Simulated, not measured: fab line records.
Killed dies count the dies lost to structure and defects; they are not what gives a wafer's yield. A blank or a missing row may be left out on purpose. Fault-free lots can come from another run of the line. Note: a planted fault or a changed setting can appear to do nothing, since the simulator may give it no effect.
Lot-split experiment -- flow n5-finfet -- route with 1938 steps; 7 lots, 21 wafers read

THE SPLIT
At N5_SDB_ETCH_18 (etches SOC in N2/H2, target depth 100 nm, overetch 20 nm, time 150 s), the setting source-w was moved away from the recipe's 840 W on 6 of the 21 wafers read, by +10.7% to +14.0%. This setting was run at the recipe's value on the other wafers.

The split's own step is where the reading is taken.

THE READING
rf-vpp-V, in V, at N5_SDB_ETCH_18 (etches SOC in N2/H2, target depth 100 nm, overetch 20 nm, time 150 s). Fault-free wafers of this fab line usually give 524.1 V, standard deviation 2.4 V.

wafer,"tool, chamber at the split","source-w as run, W",against the recipe,"rf-vpp-V, V",against lot-mates on the recipe
L074.1,"rie-diel-01, 0",840,recipe,522.9,-
L074.3,"rie-diel-01, 1",840,recipe,523.3,-
L074.4,"rie-diel-01, 3",840,recipe,527.0,-
L078.1,"rie-diel-06, 0",840,recipe,526.5,-
L078.2,"rie-diel-06, 2",840,recipe,521.0,-
L078.5,"rie-diel-06, 0",840,recipe,528.2,-
L079.1,"rie-diel-01, 1",840,recipe,523.2,-
L079.3,"rie-diel-01, 3",939.4,+11.8%,507.6,-18.1
L079.4,"rie-diel-01, 2",840,recipe,528.2,-
L084.1,"rie-diel-06, 0",840,recipe,526.5,-
L084.2,"rie-diel-06, 2",957.3,+14.0%,500.5,-26.0
L084.4,"rie-diel-06, 3",957.3,+14.0%,500.0,-26.5
L085.3,"rie-diel-06, 3",930.2,+10.7%,504.8,-18.6
L085.4,"rie-diel-06, 2",930.2,+10.7%,503.9,-19.5
L085.5,"rie-diel-06, 1",840,recipe,523.4,-
L086.1,"rie-diel-06, 3",840,recipe,521.3,-
L086.3,"rie-diel-06, 2",840,recipe,521.1,-
L086.5,"rie-diel-06, 3",840,recipe,522.2,-
L089.3,"rie-diel-01, 2",840,recipe,528.0,-
L089.5,"rie-diel-01, 2",840,recipe,527.1,-
L089.6,"rie-diel-01, 0",950.2,+13.1%,501.8,-25.7

FIT RESULTS
A straight line over all 21 wafers: rf-vpp-V changes by -1.74 V for each +1% of source-w; r = -0.97; the points scatter about the line by 2.6 V.
The same after taking each lot's own level away (the mean of its wafers on the recipe; 21 wafers): -1.82 V for each +1%; r = -0.98; scatter 1.9 V.
The reading moves by 25 V for the largest change in source-w, on that fit.
The span of the lots' own levels, 521.53 to 527.55 V, comes to 2.5 times the standard deviation stated above.
Consequently the slope shifts little with the lot-to-lot level, the two slopes agreeing.
Check: for one of the wafers moved furthest among these (+14.0%), held out of the fit, the line's prediction against its lot-mates is -25.2 V. It came out at -26 V against them.
Tool readings at the split's step, against how far the setting was moved: rf-vpp-V r = -0.97.

OTHER SPLITS APPLIED TO THESE WAFERS
These wafers also went through other splits before the reading. Each is held against what the fit with the lots' levels taken away leaves over:
other split on the same wafers,wafers away from the commonest value,r with rf-vpp-V (lot level and that fit taken away)
N5_DUMMY_GATE_COAT_28 spin-rpm,5,+0.06
N5_SD_EPI_N_ETCH_45 target-depth-a,8,+0.07
N5_SD_EPI_N_EPI_21 temp-c,6,-0.07

THE FILE'S OWN FIT
rf-vpp-V changes by -1.8 V for each +1% of source-w, r = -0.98.
